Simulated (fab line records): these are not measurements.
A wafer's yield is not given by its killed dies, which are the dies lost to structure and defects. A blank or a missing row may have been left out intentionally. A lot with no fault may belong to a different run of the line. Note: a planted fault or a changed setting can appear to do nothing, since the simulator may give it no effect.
Matching of chambers / flow n5_finfet / 3 sister chambers for N5_BEOL_M15_ILD_DEP_00 on pecvd-01
The step deposits SiO2 from TEOS/O2, target thk 1629.3 nm, time 346.1 s. 6 wafers are shown with their chamber, then 9 later ones without.

WAFERS PAIRED WITH THEIR CHAMBERS
wafer=L088.1; chamber=1; throttle_valve_pct (%)=19.5; showerhead_vpp_V (V)=1744
wafer=L088.2; chamber=2; throttle_valve_pct (%)=17.9; showerhead_vpp_V (V)=1810
wafer=L088.3; chamber=0; throttle_valve_pct (%)=18.5; showerhead_vpp_V (V)=1885
wafer=L087.3; chamber=0; throttle_valve_pct (%)=18.6; showerhead_vpp_V (V)=1842
wafer=L087.4; chamber=2; throttle_valve_pct (%)=17.6; showerhead_vpp_V (V)=1808
wafer=L087.5; chamber=1; throttle_valve_pct (%)=19.3; showerhead_vpp_V (V)=1714

WAFERS WITHOUT THEIR CHAMBER
wafer=L091.1; throttle_valve_pct (%)=19.6; showerhead_vpp_V (V)=1716
wafer=L091.4; throttle_valve_pct (%)=17.8; showerhead_vpp_V (V)=1783
wafer=L091.5; throttle_valve_pct (%)=18.7; showerhead_vpp_V (V)=1907
wafer=L093.2; throttle_valve_pct (%)=17.9; showerhead_vpp_V (V)=1828
wafer=L093.3; throttle_valve_pct (%)=19.2; showerhead_vpp_V (V)=1748
wafer=L093.6; throttle_valve_pct (%)=17.8; showerhead_vpp_V (V)=1815
wafer=L096.1; throttle_valve_pct (%)=18.4; showerhead_vpp_V (V)=1906
wafer=L096.3; throttle_valve_pct (%)=19.8; showerhead_vpp_V (V)=1710
wafer=L096.5; throttle_valve_pct (%)=18.9; showerhead_vpp_V (V)=1848

CHAMBER TAKEN BY EACH
wafer=L091.1; from the rows above=1; in truth=1
wafer=L091.4; from the rows above=2; in truth=2
wafer=L091.5; from the rows above=0; in truth=0
wafer=L093.2; from the rows above=2; in truth=2
wafer=L093.3; from the rows above=1; in truth=1
wafer=L093.6; from the rows above=2; in truth=2
wafer=L096.1; from the rows above=0; in truth=0
wafer=L096.3; from the rows above=1; in truth=1
wafer=L096.5; from the rows above=0; in truth=0
Placed correctly: 9 of 9. From these rows, 0 cannot be placed. Wrongly placed: 0.
How it was worked out, from the rows above alone: a wafer's distance from a chamber is the root of the sum, over the readings, of the square of ((its reading less the chamber's mean) divided by the reading's scatter). If the next closest chamber is less than 2 further off than the closest, the wafer can't be placed; otherwise it belongs to the closest. Each chamber's mean is taken over the wafers shown for it. The scatter is the square root of a quotient: the sum, over the shown wafers, of each reading's squared deviation from its chamber's mean, divided by wafers minus chambers.
